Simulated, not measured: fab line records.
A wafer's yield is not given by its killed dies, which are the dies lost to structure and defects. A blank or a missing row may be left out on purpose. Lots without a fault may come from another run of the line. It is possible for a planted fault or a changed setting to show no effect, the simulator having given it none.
Which tool is to blame? :: flow n5_finfet :: 7 lots (21 wafers sampled), 1 step of a 1938-step route

## WHAT EACH GAUGE READ, for each wafer
N5_BEOL_M4_RC_MEAS_101.
lot: L743
measured: day 9 05:58
on: prober-01
IOFF_N (nA/um): 0.15 0.16 0.09

lot: L744
measured: day 9 06:27
on: prober-02
IOFF_N (nA/um): 0.15 0.09 0.14

lot: L747
measured: day 9 10:58
on: prober-01
IOFF_N (nA/um): 0.13 0.16 0.12

lot: L750
measured: day 10 14:34
on: prober-01
IOFF_N (nA/um): 0.13 0.15 0.16

lot: L751
measured: day 10 15:20
on: prober-01
IOFF_N (nA/um): 0.13 0.15 0.15

lot: L762
measured: day 13 15:49
on: prober-01
IOFF_N (nA/um): 0.28 0.23 0.18

lot: L763
measured: day 14 15:19
on: prober-01
IOFF_N (nA/um): 0.15 0.11 0.16

## WHICH TOOL RAN EACH LOT (tool, then ch and the chambers of the sampled wafers, then the start)
The record shows no process step preceding these readings.

## THE ANSWER, worked out from the rows above alone
Rule: usual is defined by the lots themselves. Put in order of their means at a reading, lots are off if they are a third of the lots or fewer, leave a main group of 4 or more, and stand apart from it by a gap of 3 or more times the standard deviation of the main group's means; of several such gaps the widest counts. A main group is skipped when, at the precision printed for the reading in the tables above, its means are all equal. A lot without any number at a reading at which 4 lots or more have one is off too. Any other lot the step has rows for is counted as sound.
Off: at N5_BEOL_M4_RC_MEAS_101 (IOFF_N), L762. The main group: mean 0.14 nA/um, standard deviation 0.0066.
If a tool, at a process step before that reading, ran all the lots that are off and no sound lot after the first of them, it fits. Gauges at N5_BEOL_M4_RC_MEAS_101: tried the same way as those tools. None of those tried fits.

## WHAT THE SIMULATOR HAD INSERTED
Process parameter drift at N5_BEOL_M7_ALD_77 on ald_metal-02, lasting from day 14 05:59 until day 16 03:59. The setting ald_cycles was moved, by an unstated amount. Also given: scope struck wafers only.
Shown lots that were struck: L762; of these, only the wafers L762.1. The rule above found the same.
